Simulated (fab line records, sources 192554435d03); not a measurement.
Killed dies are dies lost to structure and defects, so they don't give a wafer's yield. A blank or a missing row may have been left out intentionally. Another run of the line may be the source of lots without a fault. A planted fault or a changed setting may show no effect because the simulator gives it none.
Split-lot study | flow n5_finfet | 21 wafers read from 7 lots, route of 1938 steps

## ABOUT THE SPLIT
At N5_BEOL_M1_HM_DEP_02 (deposits TiN, target thk 20 nm), the setting target_thk_a was moved away from the recipe's 200 angstrom on 9 of the 21 wafers read, by -11.6% to +13.1%. This setting was run at the recipe's value on the other wafers.

Reading taken at the split's own step.

## THE READING
TiN_of_BEOL_M1_HM_DEP_02.thk_nm (the simulator's own value, which no gauge read), in nm, at N5_BEOL_M1_HM_DEP_02 (deposits TiN, target thk 20 nm). No usual value for it is given in the file. The 12 wafers here that ran the recipe average 20.0 nm, standard deviation 0.21 nm.

wafer  | tool, chamber at the split | target_thk_a as run, angstrom | against the recipe | TiN_of_BEOL_M1_HM_DEP_02.thk_nm, nm | against lot-mates on the recipe
L077.1 | pvd_sputter-02, -          | 200                           | recipe             | 20                                  | -
L077.3 | pvd_sputter-02, -          | 185.7                         | -7.2%              | 18.8                                | -1.2
L077.5 | pvd_sputter-02, -          | 185.7                         | -7.2%              | 18.6                                | -1.4
L082.1 | pvd_sputter-02, -          | 219.8                         | +9.9%              | 22.4                                | +2.0
L082.3 | pvd_sputter-02, -          | 219.8                         | +9.9%              | 22.2                                | +1.8
L082.5 | pvd_sputter-02, -          | 200                           | recipe             | 20.4                                | -
L087.2 | pvd_sputter-03, -          | 200                           | recipe             | 20                                  | -
L087.3 | pvd_sputter-03, -          | 200                           | recipe             | 20                                  | -
L087.5 | pvd_sputter-03, -          | 186.1                         | -7.0%              | 18.6                                | -1.4
L092.3 | pvd_sputter-01, -          | 200                           | recipe             | 20.2                                | -
L092.4 | pvd_sputter-01, -          | 200                           | recipe             | 19.6                                | -
L092.6 | pvd_sputter-01, -          | 226.1                         | +13.1%             | 22.4                                | +2.5
L094.1 | pvd_sputter-03, -          | 200                           | recipe             | 20.2                                | -
L094.4 | pvd_sputter-03, -          | 200                           | recipe             | 20.2                                | -
L094.3 | pvd_sputter-03, -          | 200                           | recipe             | 20                                  | -
L095.1 | pvd_sputter-03, -          | 176.8                         | -11.6%             | 17.4                                | -2.4
L095.2 | pvd_sputter-03, -          | 200                           | recipe             | 19.8                                | -
L095.3 | pvd_sputter-03, -          | 200                           | recipe             | 19.8                                | -
L097.3 | pvd_sputter-02, -          | 200                           | recipe             | 20                                  | -
L097.4 | pvd_sputter-02, -          | 182                           | -9.0%              | 18.2                                | -1.8
L097.6 | pvd_sputter-02, -          | 182                           | -9.0%              | 18.2                                | -1.8

THE FIT
A straight line over all 21 wafers: TiN_of_BEOL_M1_HM_DEP_02.thk_nm changes by +0.207 nm for each +1% of target_thk_a; r = +0.99; the points scatter about the line by 0.21 nm.
The same after taking each lot's own level away (the mean of its wafers on the recipe; 21 wafers): +0.195 nm for each +1%; r = +1.00; scatter 0.12 nm.
That fit puts the effect of the largest move of target_thk_a on the reading at 2.5 nm.
Measured against the standard deviation above, the lots' own levels, which go from 19.80 to 20.40 nm, span 2.9 times it.
Hence the lot-to-lot level has little effect on the slope; both slopes agree.
Check: +2.55 nm against its lot-mates is what the line predicts for one of the wafers moved furthest among these (+13.1%) when that wafer is left out of the fit. Against them it came out at +2.5 nm.

## FURTHER SPLITS ON THESE WAFERS
Note: prior to the reading, these wafers also went through further splits. Each is held against what the fit with the lots' levels taken away leaves over:
other split on the same wafers       | wafers away from the commonest value | r with TiN_of_BEOL_M1_HM_DEP_02.thk_nm (lot level and that fit taken away)
N5_MOL_CONTACT_COAG_COAT_76 spin_rpm | 10                                   | +0.17
N5_BEOL_M0_SAQP_EXPOSE_11 dose_mj    | 8                                    | -0.25
N5_BEOL_M0_SAQP_EXPOSE_37 dose_mj    | 7                                    | -0.14
N5_BEOL_M0_SAQP_DESCUM_45 time_s     | 3                                    | -0.16

## THE FILE'S OWN FIT
TiN_of_BEOL_M1_HM_DEP_02.thk_nm changes by +0.196 nm for each +1% of target_thk_a, r = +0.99.
